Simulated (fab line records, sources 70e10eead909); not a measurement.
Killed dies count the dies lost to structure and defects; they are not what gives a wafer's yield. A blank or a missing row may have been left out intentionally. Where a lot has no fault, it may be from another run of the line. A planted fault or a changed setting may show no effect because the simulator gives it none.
fab line records | flow nand_harc
record: lots: 5 | wafers: 15 | last_day: 32
route steps=1302 shown A_ZERO_WELL@392 A_SOURCE_PLATE@413 END@1302
lots that met no fault: from a run of the same line without faults
start_h: start of the lot's first displayed wafer, in hours after the record's first day | wait_h: time in hours since the lot's previous step | " identical to the entry in the row above | L1.1+2: one row covering several wafers at once | - no value, or no start given | * or withheld: withheld | < > ~ a bound
route shown NAME@n: NAME is a module with steps in the file, n the number in the route of the first one | usual: the fault-free wafers' mean and standard deviation | same: alike in all rows | chamber/n: place in a boat | sites: readings site by site | _std_site: standard deviation across them | _edge_site: mean of outer sites minus mean of inner sites | radius_mm: how far each site lies from the wafer's centre | mask NAME#n: copy n | behind: the tool/chamber that last shaped the wafer | hold: why the lot went on hold/how many hours it stayed there/how the hold came to an end | device: the n, p or np transistor that did not switch | end of line: at the end of the route, the tests of the same wafers | a step given without rows: its recipe and nothing more | killed: count of dies lost to structure and defects at first sort (not the wafer's yield) | map: a wafer's dies, marking killed ones x, the rest . and places with no die _
set.NAME: the setting the step ran with; set.NAME@STEP: the setting that earlier step ran with | model.NAME: the simulator's own value behind a step, which no gauge read
lots at some steps of the route; a table a step, a row a wafer
services: when a tool's chamber went out of use (start_h, in hours from the record's first day, below 0 if earlier), for how many hours, and the reason
== steps ==
step: NHARC_A_ZERO_WELL_DEHYDRATE_02
recipe: temp_c: 150 | time_s: 120
step: NHARC_A_ZERO_WELL_HMDS_03
recipe: time_s: 30
step: NHARC_A_ZERO_WELL_COAT_18
recipe: temp_c: 200 | time_s: 65
step: NHARC_A_ZERO_WELL_COAT_04
recipe: spin_rpm: 2000 | resist_thk_nm: 600
step: NHARC_A_ZERO_WELL_SOFTBAKE_05
recipe: temp_c: 125 | time_s: 70
step: NHARC_A_ZERO_WELL_EBR_06
step: NHARC_A_ZERO_WELL_EXPOSE_07
recipe: na: 0.55 | dose_mj: 33.85 | mask_id: A_ZERO
step: NHARC_A_ZERO_WELL_PEB_08
recipe: peb_temp_c: 128 | peb_time_s: 80
step: NHARC_A_ZERO_WELL_DEVELOP_09
recipe: time_s: 50 | dev_temp_c: 22
step: NHARC_A_ZERO_WELL_CD_MEAS_10
recipe: target_cd_nm: 2000 | landing_energy_ev: 500
usual: cd_nm: 2000.3/2.5
same: landing_energy_ev: 500
lot.wafer | tool      | chamber | start_h | wait_h | cd_nm
L146.1    | cd_sem-02 | 0       | 179.57  | -      | 2000.1
L146.2    | "         | 0       | "       | "      | 1997.2
L146.5    | "         | 0       | "       | "      | 2003.4
L159.1    | cd_sem-02 | 0       | 302.73  | -      | 2002.2
L159.2    | "         | 0       | "       | "      | 2000.5
L159.4    | "         | 0       | "       | "      | 2001.8
L160.2    | cd_sem-01 | 0       | 318.81  | -      | 1999.8
L160.3    | "         | 0       | "       | "      | 2001.0
L160.4    | "         | 0       | "       | "      | 1997.8
L161.1    | cd_sem-01 | 0       | 328.69  | -      | 1998.2
L161.4    | "         | 0       | "       | "      | 1998.9
L161.5    | "         | 0       | "       | "      | 2001.6
L164.2    | cd_sem-01 | 0       | 360.05  | -      | 2003.7
L164.4    | "         | 0       | "       | "      | 1998.9
L164.5    | "         | 0       | "       | "      | 2001.0
step: NHARC_A_ZERO_WELL_HARDBAKE_11
recipe: temp_c: 118 | time_s: 65
step: NHARC_A_ZERO_WELL_DESCUM_12
recipe: time_s: 3 | o2_flow_sccm: 200 | ar_flow_sccm: 0 | bias_power_w: 0 | chemistry: O2
usual: drypump_motor_current_A: 5.9/0.47 | oes_product_au: 0.999/0.013 | rf_vpp_V: 57.8/0.86 | showerhead_plenum_p_Torr: 1.92/0.085 | throttle_valve_pct: 11.310/0.01
lot.wafer | tool        | chamber | start_h | wait_h | drypump_motor_current_A | oes_product_au | rf_hours_counter_h | rf_vpp_V | showerhead_plenum_p_Torr | throttle_valve_pct
L146.2    | rie_diel-10 | 2       | 179.74  | -      | 5.6                     | 0.983          | 3                  | 57.4     | 1.81                     | 11.323
L146.1    | "           | 1       | "       | "      | 6.7                     | 1.020          | 3                  | 59.1     | 2.03                     | 11.317
L146.5    | "           | 3       | "       | "      | 6.3                     | 1.003          | -                  | 59.7     | 2.00                     | 11.327
L159.1    | rie_diel-01 | 1       | 302.89  | -      | 5.6                     | 1.014          | 29                 | 58.0     | 1.95                     | 11.332
L159.4    | "           | 2       | "       | "      | 5.6                     | 0.985          | 27                 | 57.7     | 1.86                     | 11.290
L159.2    | "           | 0       | "       | "      | 6.1                     | 0.989          | 25                 | 57.5     | 1.84                     | 11.309
L160.3    | rie_diel-06 | 0       | 318.97  | -      | 5.9                     | 0.986          | 1                  | 57.7     | 1.95                     | 11.313
L160.2    | "           | 2       | "       | "      | 5.6                     | 1.000          | 1                  | 58.2     | 2.03                     | 11.314
L160.4    | "           | 3       | "       | "      | 5.6                     | 0.980          | 1                  | 57.8     | 1.82                     | 11.313
L161.4    | rie_diel-10 | 2       | 328.86  | -      | 5.5                     | 1.007          | 2                  | 56.4     | 1.81                     | 11.316
L161.1    | "           | 3       | "       | "      | 6.3                     | 0.985          | 2                  | 59.0     | 2.00                     | 11.294
L161.5    | "           | 2       | "       | "      | 5.5                     | 1.013          | -                  | 59.1     | 1.81                     | 11.306
L164.4    | rie_diel-10 | 2       | 360.21  | -      | 5.6                     | 1.013          | 2                  | 56.2     | 1.81                     | 11.316
L164.2    | "           | 3       | "       | "      | 6.3                     | 0.994          | 3                  | 57.5     | 2.00                     | 11.304
L164.5    | "           | 2       | "       | "      | 5.6                     | 1.010          | -                  | 56.8     | 1.81                     | 11.318
step: NHARC_A_ZERO_WELL_ETCH_19
recipe: target_depth_a: 800 | overetch_a: 240 | time_s: 87.88 | ion_energy_ev: 200 | n2_flow_sccm: 150 | h2_flow_sccm: 150 | ar_flow_sccm: 0 | rf_w: 400 | bias_w: 150 | chemistry: N2/H2
usual: drypump_motor_current_A: 5.9/0.47 | oes_product_au: 0.998/0.012 | rf_fwd_power_W: 397.4/1.3 | rf_vpp_V: 430.8/2.7 | showerhead_plenum_p_Torr: 2.05/0.093 | throttle_valve_pct: 14.173/0.0082
lot.wafer | tool        | chamber | start_h | wait_h | drypump_motor_current_A | oes_product_au | rf_fwd_power_W | rf_hours_counter_h | rf_vpp_V | showerhead_plenum_p_Torr | throttle_valve_pct
L146.2    | rie_diel-10 | 0       | 179.82  | 0.1    | 6.2                     | 0.994          | 398.3          | 3                  | 429.8    | 1.96                     | 14.170
L146.1    | "           | 3       | "       | "      | 6.3                     | 1.005          | 398.7          | 2                  | 433.2    | 2.13                     | 14.180
L146.5    | "           | 1       | "       | "      | 6.8                     | 1.021          | 399.8          | -                  | 432.6    | 2.16                     | 14.179
L159.2    | rie_diel-01 | 3       | 302.98  | 0.1    | 5.1                     | 0.983          | 396.3          | 28                 | 432.1    | 2.11                     | 14.182
L159.4    | "           | 1       | "       | "      | 5.7                     | 1.019          | 394.0          | 29                 | 430.8    | 2.08                     | 14.180
L159.1    | "           | 2       | "       | "      | 5.6                     | 0.974          | 399.7          | 27                 | 429.5    | 1.98                     | 14.163
L160.3    | rie_diel-06 | 2       | 319.06  | 0.1    | 5.5                     | 1.015          | 396.6          | 1                  | 434.8    | 2.17                     | 14.159
L160.4    | "           | 3       | "       | "      | 5.6                     | 0.982          | 396.1          | 1                  | 427.3    | 1.93                     | 14.174
L160.2    | "           | 0       | "       | "      | 5.9                     | 0.983          | 396.2          | 1                  | 432.5    | 2.08                     | 14.176
L161.4    | rie_diel-10 | 1       | 328.95  | 0.1    | 6.7                     | 1.005          | 398.7          | 1                  | 433.8    | 2.16                     | 14.172
L161.1    | "           | 2       | "       | "      | 5.6                     | 1.006          | 397.4          | 2                  | 429.8    | 1.93                     | 14.166
L161.5    | "           | 0       | "       | "      | 6.2                     | 1.013          | 398.9          | -                  | 429.1    | 1.96                     | 14.170
L164.2    | rie_diel-10 | 2       | 360.30  | 0.1    | 5.6                     | 1.008          | 398.0          | 2                  | 427.1    | 1.93                     | 14.165
L164.4    | "           | 0       | "       | "      | 6.2                     | 1.011          | 399.1          | 3                  | 430.0    | 1.96                     | 14.166
L164.5    | "           | 1       | "       | "      | 6.8                     | 1.009          | 396.5          | -                  | 433.9    | 2.16                     | 14.176
step: NHARC_A_ZERO_WELL_ETCH_13
recipe: target_depth_a: 1200 | time_s: 40.1 | hbr_flow_sccm: 150 | cl2_flow_sccm: 50 | rf_w: 400 | icp_w: 400 | bias_w: 100 | chemistry: HBr/Cl2
usual: drypump_motor_current_A: 5.6/0.37 | oes_product_au: 1.000/0.014 | rf_fwd_power_W: 394.4/2 | throttle_valve_pct: 26.406/0.0079
lot.wafer | tool      | chamber | start_h | wait_h | drypump_motor_current_A | oes_product_au | rf_fwd_power_W | rf_hours_counter_h | throttle_valve_pct
L146.2    | rie_si-02 | 3       | 179.96  | -      | 5.9                     | 1.000          | 391.2          | 0.46               | 26.407
L146.1    | "         | 1       | "       | "      | 5.7                     | 1.002          | 395.4          | 0.47               | 26.402
L146.5    | "         | 3       | "       | "      | 5.9                     | 1.000          | 391.5          | -                  | 26.394
L159.1    | rie_si-04 | 3       | 303.11  | -      | 5.5                     | 0.990          | 399.0          | 0.81               | 26.401
L159.4    | "         | 0       | "       | "      | 5.8                     | 0.983          | 393.5          | 0.70               | 26.412
L159.2    | "         | 1       | "       | "      | 6.3                     | 1.013          | 395.8          | 0.63               | 26.399
L160.4    | rie_si-06 | 1       | 319.18  | -      | 4.8                     | 1.018          | 396.1          | 0.41               | 26.400
L160.2    | "         | 2       | "       | "      | 5.4                     | 0.997          | 394.5          | 0.40               | 26.413
L160.3    | "         | 3       | "       | "      | 5.9                     | 1.018          | 394.5          | 0.44               | 26.404
L161.1    | rie_si-02 | 0       | 329.05  | -      | 5.7                     | 0.979          | 396.1          | 0.23               | 26.402
L161.4    | "         | 2       | "       | "      | 5.7                     | 1.011          | 395.4          | 0.29               | 26.396
L161.5    | "         | 1       | "       | "      | 5.7                     | 1.018          | 394.9          | -                  | 26.407
L164.2    | rie_si-02 | 2       | 360.42  | -      | 5.7                     | 1.014          | 396.6          | 0.50               | 26.403
L164.4    | "         | 0       | "       | "      | 5.7                     | 1.004          | 394.3          | 0.46               | 26.400
L164.5    | "         | 2       | "       | "      | 5.7                     | 1.017          | 394.7          | -                  | 26.415
step: NHARC_A_ZERO_WELL_STRIP_14
recipe: time_s: 900 | temp_c: 130 | chemistry: SPM
step: NHARC_A_ZERO_WELL_IMPLANT_15
recipe: energy_kev: 150 | dose_cm2: 1e+13 | tilt_deg: 7
step: NHARC_A_ZERO_WELL_PRECLEAN_22
recipe: time_s: 60 | temp_c: 50 | bath_age_min: 0 | chemistry: SC1
step: NHARC_A_ZERO_WELL_SRD_23
step: NHARC_A_ZERO_WELL_RTA_16
recipe: temp_c: 1000 | time_s: 10
usual: lamp_power_pct: 29.2/1.2 | wafer_temp_C_max: 1004.2/1.3
lot.wafer | tool          | chamber | start_h | wait_h | lamp_power_pct | wafer_temp_C_max
L146.1    | rtp_anneal-01 | 0       | 180.86  | -      | 27.8           | 1006.8
L146.2    | "             | 0       | "       | "      | 27.8           | 1006.0
L146.5    | "             | 0       | "       | "      | 27.8           | 1006.3
L159.1    | rtp_anneal-01 | 0       | 304.00  | -      | 27.9           | 1009.4
L159.2    | "             | 0       | "       | "      | 27.8           | 1004.7
L159.4    | "             | 0       | "       | "      | 27.8           | 1004.7
L160.2    | rtp_anneal-02 | 0       | 320.10  | -      | 30.3           | 1003.1
L160.3    | "             | 0       | "       | "      | 30.2           | 1003.1
L160.4    | "             | 0       | "       | "      | 30.3           | 1002.3
L161.1    | rtp_anneal-02 | 0       | 329.95  | -      | 30.2           | 1002.8
L161.4    | "             | 0       | "       | "      | 30.2           | 1003.2
L161.5    | "             | 0       | "       | "      | 30.2           | 1003.1
L164.2    | rtp_anneal-01 | 0       | 361.34  | -      | 27.8           | 1005.5
L164.4    | "             | 0       | "       | "      | 27.8           | 1006.2
L164.5    | "             | 0       | "       | "      | 27.8           | 1006.3
step: NHARC_A_ZERO_WELL_INSPECT_17
usual: raw_defect_count: 10/5.1
lot.wafer | tool              | chamber | start_h | wait_h | raw_defect_count
L146.1    | defect_inspect-01 | -       | 181.06  | 0.2    | 10
L146.2    | "                 | -       | "       | "      | 1394
L146.5    | "                 | -       | "       | "      | 15
L159.1    | defect_inspect-02 | -       | 304.22  | 0.2    | 13
L159.2    | "                 | -       | "       | "      | 12
L159.4    | "                 | -       | "       | "      | 9
L160.2    | defect_inspect-02 | -       | 320.27  | 0.1    | 6
L160.3    | "                 | -       | "       | "      | 13
L160.4    | "                 | -       | "       | "      | 10
L161.1    | defect_inspect-02 | -       | 330.15  | 0.2    | 4
L161.4    | "                 | -       | "       | "      | 9
L161.5    | "                 | -       | "       | "      | 6
L164.2    | defect_inspect-01 | -       | 361.51  | 0.1    | 9
L164.4    | "                 | -       | "       | "      | 5
L164.5    | "                 | -       | "       | "      | 12
step: NHARC_A_SOURCE_PLATE_PRECLEAN_00
recipe: time_s: 60 | chemistry: HF-LAST
step: NHARC_END_SORT_01
recipe: temp_c: 25
usual: killed_at_array: 58/19 | killed_at_other: 1.1/1.2 | killed_at_periphery: 3.8/2.4 | killed_dies: 63/18 | killed_open: 3.3/1.8 | killed_short: 2.2/1.6
same: gross_dies: 677
lot.wafer | tool      | chamber | start_h | wait_h | killed_at_array | killed_at_other | killed_at_periphery | killed_dies | killed_open | killed_short
L146.2    | prober-02 | 0       | 591.84  | 2.8    | 188             | 2               | 4                   | 194         | 5           | 1
killed by level:class
L146.2 A_ZERO_WELL:unspecified=109 A_SLIT:chamber_film_flake=27 A_CHANNEL_HOLE_D1:chamber_film_flake=26 A_CHANNEL_HOLE_D2:chamber_film_flake=11 A_STAIRCASE:chamber_film_flake=5 A_CHANNEL_FILL_D1:chamber_film_flake=3 P_STI:chamber_film_flake=2 THIN_TSV:chamber_film_flake=2
map L146.2 (x killed, . not)
____________.____________
_________......._________
_______x.........._______
______x.x..........______
_____....x.......x.x_____
____.x.xx.x..........____
____x.xxxx.......x...____
___..xxx.........x.xx.___
___...xxxx.....xxxxxxx___
__....xx.x....xxxxxxxxx__
__..x.xx.x.....xxxxxxxx__
_.....x..xx...xxxxxxxxxx_
_.....x.xx....xxxxxxxxxx_
_....x.xxx.xx.xxxxxxxxxx_
_......x..xx..xxxxxxxxx._
_.......xxx.x.xxxxxxxxx._
.......xxxxxx.xxxxxxxxx.x
........xxxxx.x.xxxxxxx..
........xxxx...xxxxxxxx..
......x...xx...x.xxxx...x
........xx.....x.xx......
_.......x..............._
_x.......xx............x_
_.....x................._
_......................._
_.....x................._
__...xx.x..x..x........__
__.....................__
___...................___
___..................x___
____.................____
____...x.............____
_____..............._____
______..........x..______
_______..........._______
_________......._________
____________.____________
map L164.5 (x killed, . not)
____________.____________
_________.x....._________
_______......x...._______
______....x..xx....______
_____.....xxxx..x..._____
____......xxxx.......____
____......xxxxx.x....____
___....x....xxx.....x.___
___.........xxx.xx....___
__.........xxxx........__
__.......xxx..x........__
_.............xx........_
_...........x..x........_
_..........x....x......._
_....x.x.xx.x..........._
_...x...xx.xx..........._
.....x.x.xxxx............
....x..x.x.x.............
.........xxx.............
........xx.x.............
.........x.x.............
_..........x............_
_......................._
_x......................_
_..........x........x..._
_......................._
__.........x.....x....x__
__x..............x....x__
___x..........x.......___
___..................x___
____.................____
____........x........____
_____..............x_____
______.....x.......______
_______..........._______
_________......._________
____________.____________
== services ==
tool        | chamber | start_h | hours | kind
rie_diel-06 | 2       | 157.15  | 7.4   | repair
rie_si-04   | -       | 165.00  | 9.0   | pm
rie_si-04   | -       | 185.69  | 0.7   | repair
rie_diel-01 | 3       | 186.41  | 2.4   | repair
rie_diel-01 | -       | 203.90  | 9.0   | pm
rie_diel-01 | 2       | 213.88  | 3.6   | repair
rie_diel-10 | 0       | 240.26  | 5.1   | repair
rie_diel-01 | 0       | 242.49  | 4.3   | repair
rie_diel-10 | -       | 242.50  | 9.0   | pm
rie_si-06   | -       | 249.00  | 9.0   | pm
rie_diel-01 | 0       | 249.97  | 6.0   | repair
rie_diel-06 | 0       | 251.14  | 10.7  | repair
rie_diel-10 | 1       | 252.31  | 6.8   | repair
rie_diel-10 | 0       | 254.83  | 9.8   | repair
rie_si-02   | 3       | 267.89  | 3.8   | repair
rie_si-02   | -       | 277.00  | 9.0   | pm
rie_diel-06 | -       | 307.20  | 9.0   | pm
rie_si-02   | 3       | 312.40  | 6.1   | repair
rie_diel-10 | 1       | 313.67  | 14.9  | repair
rie_si-06   | 0       | 333.36  | 11.3  | repair
rie_diel-01 | 1       | 334.47  | 3.8   | repair
rie_si-06   | 3       | 339.46  | 5.9   | repair
rie_si-04   | -       | 342.00  | 9.0   | pm
rie_diel-06 | -       | 353.74  | 0.5   | repair
== key ==
first_sign: step: NHARC_A_ZERO_WELL_INSPECT_17 | reading: raw_defect_count | direction: up | sigmas: 99+ | usual: 10 | struck: 1394
effect: step: NHARC_END_SORT_01 | reading: killed_dies | direction: up | sigmas: 7.1 | usual: 63 | struck: 194
more_kills_born_at: NHARC_A_ZERO_WELL_ETCH_19@rie_diel-10: 109
met_at NHARC_A_ZERO_WELL_ETCH_19
struck_wafers L146.2
tester_left_out L146
fault: kind: chamber_particle_source | tool: rie_diel-10 | chamber: 0 | onset_h: 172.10 | steps: NHARC_A_ZERO_WELL_ETCH_19 | rate_per_visit_cm2: 2.1183 | end_h: 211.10
tester_left_out: of these lots the tester's yield and bins aren't shown, on N5 and GAA mostly nor the transistor test; their killed dies are dies lost to structure and defects alone, not to doping, threshold or leakage, so they don't give the yield
